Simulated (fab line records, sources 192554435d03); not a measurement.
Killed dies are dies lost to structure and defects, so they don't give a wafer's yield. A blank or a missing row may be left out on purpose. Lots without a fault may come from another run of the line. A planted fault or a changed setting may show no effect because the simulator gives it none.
A struck lot beside a sound one | flow n5_finfet | 16 steps out of a route of 1938
Sound: wafers L330.3, L330.4, L330.5. Struck: wafer L338.5. (L338.1, L338.2 of the same lot were not struck and are left out.) The cause comes at the end.
At each step with rows: each side's tool, then ch and its chambers, then its first start. Under that, the readings that differ: sound wafers | struck wafers | difference of the means | sigmas: that difference in standard deviations of wafers without a fault.
alike: readings whose means differ by less than 2 such deviations, and words and numbers that are the same on both sides. not compared: withheld readings, readings that some wafer has no value for, bounds like >300 that may hide the same value, and numbers for which the record gives no deviation and whose values overlap.
The two part at a step that has a row with sigmas, a row that says differs or no value, or rows on one side only. Numbers that don't overlap but have no deviation are shown without sigmas and don't part them. A reading that every wafer of one side lacks parts them only if that side has two wafers or more.

N5_GATE_CUT_INSPECT_15: inspects for defects (brightfield).
  sound on defect_inspect-01, day 6 17:02; struck on defect_inspect-02, day 8 20:28
  reading          | sound       | struck | difference | sigmas
  raw_defect_count | 176 213 279 | 117    | -106       | -3
N5_GATE_CUT_DESCUM_18: chemistry O2, time 7 s.
  sound on rie_diel-03 ch 0,2,3, day 6 17:04; struck on rie_diel-05 ch 2, day 8 20:30
  alike: bias_power_w, drypump_motor_current_A, oes_product_au, rf_vpp_V, showerhead_plenum_p_Torr, throttle_valve_pct
  not compared: rf_hours_counter_h
then, 1 step without rows for these wafers: N5_GATE_CUT_ETCH_28 (etches underlayer in N2/H2, target depth 13 nm, time 10.4 s).
N5_GATE_CUT_ETCH_36: etches SiARC in CF4, target depth 13 nm, time 21.7 s.
  sound on rie_diel-03 ch 0,2,3, day 6 17:07; struck on rie_diel-05 ch 2, day 8 20:33
  alike: drypump_motor_current_A, etch_rf_on_time_s, oes_product_au, rf_vpp_V, showerhead_plenum_p_Torr, throttle_valve_pct
  not compared: rf_hours_counter_h
N5_GATE_CUT_ETCH_37: etches SOC in N2/H2, target depth 60 nm, overetch 12 nm, time 90 s.
  sound on rie_diel-03 ch 0,2,3, day 6 17:08; struck on rie_diel-05 ch 2, day 8 20:35
  alike: drypump_motor_current_A, h2_flow_sccm, oes_product_au, rf_vpp_V, showerhead_plenum_p_Torr, throttle_valve_pct
  not compared: rf_hours_counter_h
then, 3 steps without rows for these wafers: N5_GATE_CUT_STRIP_38 (strips in N2/H2); N5_GATE_CUT_STRIP_39 (strips in N2/H2); N5_GATE_CUT_HM_OPEN_40 (chemistry C4F6/O2, target SiO2, target depth 139 nm, time 85.1 s).
N5_GATE_CUT_STRIP_41: strips in CF4.
  sound on rie_diel-03 ch 0,2,3, day 6 17:17; struck on rie_diel-05 ch 2, day 8 20:44
  alike: bias_power_w, drypump_motor_current_A, oes_product_au, rf_vpp_V, showerhead_plenum_p_Torr, throttle_valve_pct
  not compared: rf_hours_counter_h
then, 2 steps without rows for these wafers: N5_GATE_CUT_STRIP_42 (strips in O2); N5_GATE_CUT_ETCH_19 (etches SiNx in CH3F/O2, target depth 53.7 nm, time 76.7 s).
N5_GATE_CUT_CUT_ETCH_53: etches W in SF6/Cl2, target depth 79.2 nm.
  sound on rie_metal-03 ch 0, day 6 17:30; struck on rie_metal-03 ch 0, day 8 20:53
  alike: SF6_flow_sccm, drypump_motor_current_A, etch_rf_on_time_s, oes_product_au, throttle_valve_pct
  not compared: rf_hours_counter_h
N5_GATE_CUT_CUT_ETCH_54: etches TiN in Cl2/BCl3, target depth 96.7 nm.
  sound on rie_metal-03 ch 0, day 6 17:37; struck on rie_metal-03 ch 0, day 8 20:57
  reading               | sound          | struck | difference | sigmas
  etch_rf_on_time_s (s) | 36.6 36.6 36.9 | 26.8   | -9.9       | -21
  alike: drypump_motor_current_A, oes_ar_750_au, oes_product_au, throttle_valve_pct
  not compared: rf_hours_counter_h
then, 1 step without rows for these wafers: N5_GATE_CUT_CUT_ETCH_55 (etches HfO2 in BCl3, target depth 3.2 nm).
-- the record jumps here: 3 days lie between the struck wafers' starts before and after (it left off in module GATE_CUT and takes up again in module BEOL_M4, whose first step shown is number 1111 of the route) --
N5_BEOL_M4_RC_MEAS_101:
  sound on prober-01 ch 0, day 10 01:02; struck on prober-01 ch 0, day 12 08:06
  reading       | sound       | struck | difference | sigmas
  ION_N (uA/um) | 684 668 669 | 701    | +27        | +3
  alike: DIBL_N, DIBL_P, IOFF_N, IOFF_P, ION_P, SS_N, SS_P, VT_N, VT_P
N5_PASSIVATION_PROBE_49:
  the record has rows for the sound wafers here (prober-02, day 14 06:01) and none for the struck ones

WHERE THEY PART
First at N5_GATE_CUT_INSPECT_15; last, within this record, at N5_PASSIVATION_PROBE_49.

WHY: what the simulator had put in
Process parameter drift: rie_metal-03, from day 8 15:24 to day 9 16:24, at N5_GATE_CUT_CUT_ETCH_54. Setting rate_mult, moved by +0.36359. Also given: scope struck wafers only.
